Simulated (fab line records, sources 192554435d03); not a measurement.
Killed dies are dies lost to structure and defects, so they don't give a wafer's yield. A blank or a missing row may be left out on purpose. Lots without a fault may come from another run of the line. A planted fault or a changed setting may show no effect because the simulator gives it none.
fab line records | flow n5_finfet
record lots=9 wafers=24 last_day=17
route steps=1938 shown BEOL_M2@928 BEOL_M3@999 BEOL_M4@1111 PASSIVATION@1936
lots that met no fault: from a run of the same line without faults
start_h: hours from the record's first day to the start of the lot's first wafer shown | wait_h: hours since the lot's step before | " the same as in the row above | L1.1+2: a row that stands for several wafers | - no value, or no start given | * or withheld: withheld | < > ~ a bound
route shown NAME@n: a module of which the file shows steps, and the number in the route of the first | usual: mean/standard deviation of fault-free wafers | same: alike in all rows | chamber/n: place in a boat | sites: the reading at each site | _std_site: their standard deviation | _edge_site: outer sites' mean less inner sites' | radius_mm: how far each site lies from the wafer's centre | mask NAME#n: copy n | behind: the tool/chamber that last shaped the wafer | hold: why the lot was held/for how many hours/how that ended | device: the transistor (n, p or np) that didn't switch | end of line: the same wafers' tests at the end of the route | a step without rows: its recipe alone | killed: dies lost to structure and defects at the first sort, not the wafer's yield | map: a wafer's dies, x killed, . not, _ none there
set.NAME: the setting as run; set.NAME@STEP: as run at that earlier step | model.NAME: the simulator's own value behind a step, which no gauge read
steps of the route over a sample of lots; a table a step, a row a wafer
services: from which hour (start_h, from the record's first day; less than 0 if before it) a tool's chamber was out of use, for how many hours, and why
## steps
# step N5_BEOL_M2_DEP_57
# recipe material=SiCN target_thk_a=80 temp_c=withheld precursor=3MS/NH3 pressure_torr=3 rf_w=202 time_s=14
# usual showerhead_plenum_p_Torr=3.667/0.012 throttle_valve_pct=9.0/0.33
# columns lot.wafer tool chamber start_h wait_h showerhead_plenum_p_Torr throttle_valve_pct
L867.1 pecvd-03 1 150.20 0.0 3.689 9.1
L867.4 " 2 " " 3.657 8.9
L867.5 " 1 " " 3.689 9.1
L873.1 pecvd-03 2 198.84 0.0 3.650 8.9
L873.3 " 0 " " 3.675 9.3
L873.5 " 0 " " 3.680 9.0
L881.1 pecvd-03 0 243.32 0.0 3.667 9.3
L881.2 " 1 " " 3.687 9.0
L881.5 " 1 " " 3.685 8.9
L880.2 pecvd-04 2 244.79 0.0 3.675 8.8
L880.3 " 0 " " 3.667 9.5
L880.5 " 2 " " 3.670 8.9
L882.2 pecvd-03 2 246.56 0.0 3.648 9.2
L882.6 " 2 " " 3.651 8.8
L883.2 pecvd-02 2 251.92 0.0 3.668 8.7
L883.4 " 0 " " 3.668 9.2
L883.5 " 2 " " 3.667 8.7
L884.1 pecvd-03 1 255.01 0.0 3.690 8.9
L884.2 " 2 " " 3.652 8.9
L886.1 pecvd-03 2 267.40 0.0 3.655 9.1
L886.2 " 1 " " 3.681 9.1
L889.1 pecvd-02 1 285.34 0.0 3.658 8.7
L889.2 " 0 " " 3.671 9.3
L889.3 " 2 " " 3.684 8.6
# step N5_BEOL_M3_ANNEAL_82
# recipe temp_c=400 time_s=240 ambient=vacuum
# usual heater_power_w=826/86 susceptor_temp_C_max=400.9/0.34
# columns lot.wafer tool chamber start_h wait_h heater_power_w susceptor_temp_C_max
L867.1 pvd_sputter-03 - 156.00 0.0 903 400.7
L867.4 " - " " 850 401.7
L867.5 " - " " 662 400.7
L873.1 pvd_sputter-01 - 206.67 0.0 870 401.7
L873.3 " - " " 968 400.3
L873.5 " - " " 986 400.4
L881.1 pvd_sputter-02 - 249.76 0.0 756 401.4
L881.2 " - " " 927 400.6
L881.5 " - " " 711 401.0
L880.2 pvd_sputter-03 - 250.06 0.0 859 400.9
L880.3 " - " " 856 400.6
L880.5 " - " " 684 400.8
L882.2 pvd_sputter-02 - 252.35 0.0 736 401.1
L882.6 " - " " 900 400.6
L883.2 pvd_sputter-03 - 257.98 0.0 844 400.7
L883.4 " - " " 684 400.7
L883.5 " - " " 903 400.8
L884.1 pvd_sputter-03 - 259.82 0.0 675 401.2
L884.2 " - " " 913 400.8
L886.1 pvd_sputter-01 - 283.17 0.0 867 400.8
L886.2 " - " " 853 401.8
L889.1 pvd_sputter-01 - 290.26 0.0 965 401.2
L889.2 " - " " 869 400.3
L889.3 " - " " 790 401.1
# step N5_BEOL_M3_SPUTTER_90
# recipe material=Cu target_thk_a=45 temp_c=-20 chamber_pressure_pa=0.07 power_w=withheld time_s=8.29
# usual chamber_pressure_pa=0.07001/0.00013 throttle_valve_pct=29.9/1
# columns lot.wafer tool chamber start_h wait_h chamber_pressure_pa throttle_valve_pct
L867.1 pvd_sputter-03 - 156.58 0.1 0.07015 31.4
L867.4 " - " " 0.07021 28.9
L867.5 " - " " 0.06988 30.8
L873.1 pvd_sputter-01 - 207.25 0.1 0.07004 29.9
L873.3 " - " " 0.06981 30.6
L873.5 " - " " 0.06985 30.4
L881.1 pvd_sputter-02 - 250.34 0.1 0.06993 30.4
L881.2 " - " " 0.06993 29.9
L881.5 " - " " 0.07003 29.8
L880.2 pvd_sputter-03 - 250.64 0.1 0.06998 28.6
L880.3 " - " " 0.07015 29.9
L880.5 " - " " 0.07015 31.2
L882.2 pvd_sputter-02 - 252.93 0.1 0.07022 30.5
L882.6 " - " " 0.07024 29.7
L883.2 pvd_sputter-03 - 258.56 0.1 0.07001 28.6
L883.4 " - " " 0.06998 30.8
L883.5 " - " " 0.06979 31.3
L884.1 pvd_sputter-03 - 260.40 0.1 0.07023 31.1
L884.2 " - " " 0.06997 31.4
L886.1 pvd_sputter-01 - 283.75 0.1 0.06988 29.1
L886.2 " - " " 0.07029 30.3
L889.1 pvd_sputter-01 - 290.84 0.1 0.07004 30.4
L889.2 " - " " 0.06992 28.8
L889.3 " - " " 0.07005 28.8
# step N5_BEOL_M3_SPUTTER_94
# recipe material=Cu target_thk_a=45 temp_c=-20 chamber_pressure_pa=0.07 power_w=withheld time_s=8.29
# usual chamber_pressure_pa=0.07002/0.00013 throttle_valve_pct=29.8/1
# columns lot.wafer tool chamber start_h wait_h chamber_pressure_pa throttle_valve_pct
L867.1 pvd_sputter-03 - 157.02 0.1 0.07025 31.2
L867.4 " - " " 0.07008 28.8
L867.5 " - " " 0.06986 31.1
L873.1 pvd_sputter-01 - 207.69 0.1 0.06996 30.1
L873.3 " - " " 0.07006 30.4
L873.5 " - " " 0.07018 30.2
L881.1 pvd_sputter-02 - 250.78 0.1 0.07 30.4
L881.2 " - " " 0.07005 30.0
L881.5 " - " " 0.06989 29.8
L880.2 pvd_sputter-03 - 251.08 0.1 0.06999 28.6
L880.3 " - " " 0.06999 29.7
L880.5 " - " " 0.0699 31.0
L882.2 pvd_sputter-02 - 253.37 0.1 0.0699 30.5
L882.6 " - " " 0.07002 29.9
L883.2 pvd_sputter-03 - 259.00 0.1 0.06989 28.9
L883.4 " - " " 0.07012 30.9
L883.5 " - " " 0.06988 31.3
L884.1 pvd_sputter-03 - 260.84 0.1 0.06985 30.9
L884.2 " - " " 0.06978 31.4
L886.1 pvd_sputter-01 - 284.19 0.1 0.06986 28.9
L886.2 " - " " 0.06993 30.1
L889.1 pvd_sputter-01 - 291.28 0.1 0.06988 30.4
L889.2 " - " " 0.07 29.0
L889.3 " - " " 0.07003 28.7
# step N5_BEOL_M3_THK_MEAS_53
# recipe thk_meas_gauge=xrf reads=Cu_of_BEOL_M3_ECD_50
# usual M3_THK=40.4/1.4
# columns lot.wafer tool chamber start_h wait_h M3_THK[nm]
L867.1 film_metro-02 - 158.04 - 42.5
L867.4 " - " " 43.2
L867.5 " - " " 42.5
L873.1 film_metro-02 - 208.70 - 38.3
L873.3 " - " " 39.1
L873.5 " - " " 40.5
L881.1 film_metro-02 - 251.79 - 38.1
L881.2 " - " " 38.5
L881.5 " - " " 39.8
L880.2 film_metro-01 - 252.18 - 39.7
L880.3 " - " " 39.7
L880.5 " - " " 41.8
L882.2 film_metro-01 - 254.54 - 33.9
L882.6 " - " " 40.9
L883.2 film_metro-01 - 260.01 - 39.7
L883.4 " - " " 41.5
L883.5 " - " " 41.0
L884.1 film_metro-01 - 261.84 - 38.8
L884.2 " - " " 33.3
L886.1 film_metro-01 - 285.22 - 38.7
L886.2 " - " " 33.1
L889.1 film_metro-02 - 292.30 - 39.5
L889.2 " - " " 38.2
L889.3 " - " " 39.4
# step N5_BEOL_M3_RS_MEAS_58
# recipe thk_meas_gauge=four-point-probe reads=Co_of_BEOL_M3_CO_CAP_55+Cu_of_BEOL_M3_ECD_50+Co_of_BEOL_M3_CVD_47+TaN_of_BEOL_M3_ALD_84
# usual M3_RS=0.662/0.029
# columns lot.wafer tool chamber start_h wait_h M3_RS[ohm/sq]
L867.1 film_metro-01 - 158.30 0.0 0.621
L867.4 " - " " 0.611
L867.5 " - " " 0.622
L873.1 film_metro-02 - 209.00 0.1 0.708
L873.3 " - " " 0.700
L873.5 " - " " 0.658
L881.1 film_metro-01 - 252.06 0.1 0.704
L881.2 " - " " 0.700
L881.5 " - " " 0.667
L880.2 film_metro-01 - 252.44 0.1 0.675
L880.3 " - " " 0.678
L880.5 " - " " 0.635
L882.2 film_metro-02 - 254.90 0.1 0.829
L882.6 " - " " 0.652
L883.2 film_metro-01 - 260.27 0.1 0.671
L883.4 " - " " 0.639
L883.5 " - " " 0.647
L884.1 film_metro-01 - 262.28 0.0 0.692
L884.2 " - " " 0.843
L886.1 film_metro-01 - 285.51 0.1 0.690
L886.2 " - " " 0.850
L889.1 film_metro-01 - 292.56 0.0 0.667
L889.2 " - " " 0.699
L889.3 " - " " 0.671
# step N5_BEOL_M4_RC_MEAS_101
# usual DIBL_N=36.4/1.3 DIBL_P=36.5/1.7 IOFF_N=0.154/0.022 IOFF_P=0.202/0.025 ION_N=671/9.8 ION_P=460/6.8 SERP_M3=195/12 SERP_M3_max_site=207/14 SS_N=71.6/0.54 SS_P=73.4/0.58 VT_N=250.9/2.8 VT_P=-251.4/2.7
# columns lot.wafer tool chamber start_h wait_h DIBL_N[mV/V] DIBL_P[mV/V] IOFF_N[nA/um] IOFF_P[nA/um] ION_N[uA/um] ION_P[uA/um] SERP_M3[ohm/um] SERP_M3_max_site[ohm/um] SS_N[mV/dec] SS_P[mV/dec] VT_N[mV] VT_P[mV]
L867.1 prober-02 0 172.44 0.0 37.2 35.9 0.159 0.181 682 449 173 183 73.0 73.1 252.0 -252.2
L867.4 " 0 " " 34.8 33.7 0.124 0.161 668 458 186 195 71.3 73.1 255.4 -252.7
L867.5 " 0 " " 37.4 36.4 0.168 0.194 674 452 170 187 72.1 72.9 250.2 -252.2
L873.1 prober-02 0 220.06 0.0 35.0 35.0 0.147 0.186 666 460 206 213 71.6 73.4 252.3 -252.5
L873.3 " 0 " " 35.8 36.2 0.169 0.206 679 465 206 214 71.2 73.2 249.0 -253.1
L873.5 " 0 " " 35.1 34.2 0.147 0.174 666 449 185 213 71.5 73.8 252.8 -252.6
L881.1 prober-01 0 261.24 0.0 37.2 35.4 0.176 0.210 665 452 222 234 72.6 73.9 250.9 -251.1
L881.2 " 0 " " 35.0 34.6 0.140 0.197 667 457 207 219 72.0 73.3 252.5 -249.8
L881.5 " 0 " " 36.2 35.3 0.156 0.205 663 456 196 213 71.8 73.6 250.5 -248.8
L880.2 prober-02 0 261.57 0.2 35.3 35.9 0.150 0.196 689 471 193 197 71.5 73.8 247.1 -252.5
L880.3 " 0 " " 36.9 37.8 0.181 0.220 689 467 197 210 72.5 73.8 248.2 -249.6
L880.5 " 0 " " 35.7 35.5 0.150 0.189 674 462 184 189 71.9 73.2 249.2 -251.8
L882.2 prober-01 0 265.48 0.2 35.8 36.9 0.158 0.220 670 462 228 253 71.7 73.2 252.0 -248.9
L882.6 " 0 " " 35.3 36.2 0.144 0.205 667 457 191 199 71.8 73.4 253.1 -250.7
L883.2 prober-01 0 268.42 0.2 34.8 34.5 0.125 0.172 655 449 199 220 71.9 72.9 256.1 -255.7
L883.4 " 0 " " 35.5 35.5 0.136 0.194 660 458 186 194 71.4 73.9 254.0 -254.8
L883.5 " 0 " " 36.8 36.3 0.145 0.209 659 458 191 198 71.2 73.0 250.3 -253.4
L884.1 prober-02 0 270.44 0.0 36.4 36.4 0.150 0.220 665 464 213 223 72.0 72.8 249.2 -249.8
L884.2 " 0 " " 38.0 37.3 0.181 0.232 661 451 234 246 72.6 73.1 249.9 -248.6
L886.1 prober-01 0 295.71 0.0 37.2 37.3 0.181 0.229 686 466 220 236 71.5 74.3 246.2 -252.0
L886.2 " 0 " " 37.1 35.6 0.163 0.198 661 449 246 259 71.9 73.7 250.8 -252.9
L889.1 prober-01 0 305.59 0.0 36.1 37.4 0.157 0.192 677 453 182 188 71.5 73.3 247.4 -252.0
L889.2 " 0 " " 37.4 38.9 0.189 0.220 685 465 205 225 71.6 74.2 245.6 -250.3
L889.3 " 0 " " 37.3 38.9 0.187 0.211 669 455 198 216 71.8 73.7 248.7 -251.6
# sites SERP_M3 radius_mm=0,75,75,75,75,140,140,140,140
L867.1 173 174 175 183 173 163 166 168 171
L873.1 190 198 206 204 210 211 208 196 213
L881.1 205 222 211 215 221 227 225 234 223
L880.2 179 188 193 196 185 189 194 193 197
L882.2 213 228 220 225 223 253 243 251 245
L883.2 218 199 205 220 203 182 198 195 185
L884.1 202 213 216 209 201 214 223 207 223
L886.1 220 229 215 236 223 217 204 221 210
L889.1 173 181 186 182 188 185 175 188 180
# step N5_PASSIVATION_PROBE_49
# usual defect_limited_yield=91.1/1.3 killed_at_M0_to_M3=34/10 killed_at_M4_up=14/5.7 killed_at_contacts=12/5.9 killed_at_front_end=41/12 killed_at_other=4/3.1 killed_dies=105/15 killed_on_rim=14/4.2 killed_open=69/11 killed_short=35/7.8 sort_bin_5_function=5.3/0.81 sort_bin_6_memory=3.3/0.75 sort_n_pass=1075/15 sort_yield_pct=91.1/1.3
# same gross_dies=1180 killed_at_back_side=0 sort_bin_4_leakage[%]=0 sort_bin_8_speed[%]=0
# columns lot.wafer tool chamber start_h wait_h defect_limited_yield[%] killed_at_M0_to_M3 killed_at_M4_up killed_at_contacts killed_at_front_end killed_at_other killed_dies killed_on_rim killed_open killed_short sort_bin_5_function[%] sort_bin_6_memory[%] sort_n_pass sort_yield_pct[%]
L867.1 prober-01 - 272.48 0.0 90.5 41 18 20 32 1 112 12 72 39 5.3 4.0 1068 90.5
L867.4 prober-01 - 272.63 0.2 90.4 35 22 11 45 0 113 14 65 47 5.7 3.2 1067 90.4
L867.5 prober-01 - 272.68 0.2 91.8 37 17 10 33 0 97 10 61 35 4.7 3.4 1083 91.8
L873.1 prober-01 - 336.50 0.0 90.6 43 13 9 44 2 111 12 71 40 5.9 3.1 1069 90.6
L873.3 prober-01 - 336.60 0.1 89.3 40 13 20 51 2 126 20 79 47 6.2 4.2 1054 89.3
L873.5 prober-01 - 336.70 0.2 90.4 34 14 32 30 3 113 16 72 41 5.8 3.4 1067 90.4
L882.6 prober-02 - 363.83 0.3 89.7 32 13 11 61 4 121 22 77 39 6.4 3.2 1059 89.7
L880.3 prober-01 - 364.27 0.1 90.9 19 23 15 47 3 107 14 64 40 5.3 3.3 1073 90.9
L880.5 prober-01 - 364.37 0.2 91.8 19 14 11 39 14 97 16 53 38 4.6 3.1 1083 91.8
L883.5 prober-01 - 382.85 0.2 92.2 27 12 9 41 3 92 15 55 36 4.8 2.7 1088 92.2
# killed by level:class
L867.1 MOL_CONTACT_COAG:geometric_particle:open=17 BEOL_M0_SAQP:geometric_particle:open=12 BEOL_M0_SAQP:geometric_particle:short=12 BEOL_M4:geometric_particle:open=9 BEOL_M1:geometric_particle:open=6 FIN_SAQP:geometric_particle:open=5 STI_FIN_REVEAL:geometric_particle:open=5 FIN_SAQP:geometric_particle:short=4
L867.4 BEOL_M0_SAQP:geometric_particle:short=15 FIN_SAQP:geometric_particle:open=11 BEOL_M4:geometric_particle:open=10 FIN_SAQP:geometric_particle:short=8 MOL_CONTACT_COAG:geometric_particle:open=8 STI_FIN_REVEAL:geometric_particle:open=6 BEOL_M0_SAQP:geometric_particle:open=6 BEOL_M1:geometric_particle:open=5
L867.5 BEOL_M0_SAQP:geometric_particle:short=14 BEOL_M4:geometric_particle:open=13 BEOL_M0_SAQP:geometric_particle:open=11 FIN_SAQP:geometric_particle:open=6 FIN_SAQP:geometric_particle:short=6 STI_FIN_REVEAL:geometric_particle:open=6 MOL_CONTACT_COAG:geometric_particle:open=6 GATE_CUT:geometric_particle:short=5
L873.1 FIN_SAQP:geometric_particle:open=10 MOL_CONTACT_COAG:geometric_particle:open=8 FIN_SAQP:geometric_particle:short=7 GATE_CUT:geometric_particle:short=7 BEOL_M0_SAQP:geometric_particle:short=7 BEOL_M1:geometric_particle:open=7 BEOL_M3:geometric_particle:open=7 BEOL_M0_SAQP:geometric_particle:open=6
L873.3 FIN_SAQP:geometric_particle:short=18 MOL_CONTACT_COAG:geometric_particle:open=17 FIN_SAQP:geometric_particle:open=8 BEOL_M0_SAQP:geometric_particle:short=8 BEOL_M3:geometric_particle:open=7 STI_FIN_REVEAL:geometric_particle:open=6 BEOL_M1:geometric_particle:open=6 BEOL_M0_SAQP:geometric_particle:open=5
L873.5 MOL_CONTACT_COAG:geometric_particle:open=25 FIN_SAQP:geometric_particle:open=9 MOL_CONTACT_COAG:geometric_particle:short=7 BEOL_M0_SAQP:geometric_particle:open=7 BEOL_M1:geometric_particle:open=6 BEOL_M0_SAQP:geometric_particle:short=6 FIN_SAQP:geometric_particle:short=5 BEOL_M2:geometric_particle:open=4
L882.6 STI_FIN_REVEAL:geometric_particle:open=18 BEOL_M1:geometric_particle:open=12 STI_FIN_REVEAL:geometric_particle:short=10 MOL_CONTACT_COAG:geometric_particle:open=8 BEOL_M3:geometric_particle:open=8 ILD0:geometric_particle:short=6 FIN_SAQP:geometric_particle:short=5 FIN_SAQP:geometric_particle:open=5
L880.3 STI_FIN_REVEAL:geometric_particle:open=12 MOL_CONTACT_COAG:geometric_particle:open=12 BEOL_M4:geometric_particle:open=10 GATE_CUT:geometric_particle:short=7 ILD0:geometric_particle:short=6 ILD0:geometric_particle:open=4 BEOL_M1:geometric_particle:open=4 BEOL_M3:geometric_particle:open=4
L880.5 STI_FIN_REVEAL:geometric_particle:open=8 BEOL_M4:geometric_particle:open=8 FIN_SAQP:geometric_particle:open=7 MOL_CONTACT_COAG:geometric_particle:open=6 BEOL_M3:geometric_particle:open=6 MOL_CONTACT_COAG:geometric_particle:short=5 PAD_METAL:geometric_particle:short=5 PAD_METAL:geometric_particle:open=4
L883.5 FIN_SAQP:geometric_particle:open=14 FIN_SAQP:geometric_particle:short=8 MOL_CONTACT_COAG:geometric_particle:open=8 GATE_CUT:geometric_particle:short=7 BEOL_M0_SAQP:geometric_particle:open=5 BEOL_M0_SAQP:geometric_particle:short=5 BEOL_M1:geometric_particle:open=5 DUMMY_GATE:geometric_particle:open=4
## services
# columns tool chamber start_h hours kind
pecvd-03 0 140.52 5.5 scheduled_down
pecvd-02 1 145.49 5.5 scheduled_down
pecvd-03 2 178.04 2.1 scheduled_down
pecvd-02 1 199.43 5.5 scheduled_down
pecvd-02 - 201.61 23.4 repair
pecvd-04 1 220.00 2.1 scheduled_down
pvd_sputter-02 - 222.72 1.7 repair
pecvd-03 2 239.61 5.5 scheduled_down
pecvd-04 2 241.44 2.1 scheduled_down
pecvd-03 - 255.30 4.5 repair
pecvd-02 - 256.26 0.7 repair
## key
first_sign step=N5_BEOL_M3_THK_MEAS_53 reading=M3_THK direction=down sigmas=4.9 usual=40.4 struck=33.4
effect step=N5_BEOL_M3_RS_MEAS_58 reading=M3_RS direction=up sigmas=6.2 usual=0.662 struck=0.841
effect step=N5_BEOL_M4_RC_MEAS_101 reading=SERP_M3 direction=up sigmas=3.3 usual=195 struck=236
effect step=N5_BEOL_M4_RC_MEAS_101 reading=SERP_M3_max_site direction=up sigmas=3.4 usual=207 struck=253
met_at N5_BEOL_M2_DEP_57
struck_lots L882,L884,L886
struck_wafers L882.2,L884.2,L886.2
not_acting_at N5_BEOL_M3_ANNEAL_82,N5_BEOL_M3_SPUTTER_90,N5_BEOL_M3_SPUTTER_94
onset_between 243.32 246.56
fault kind=process_parameter_drift tool=pecvd-03 chamber=- onset_h=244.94 steps=N5_BEOL_M2_DEP_57 channel=time_s offset=* shape=step end_h=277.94 scope=struck_wafers_only acts_in=* stated=*
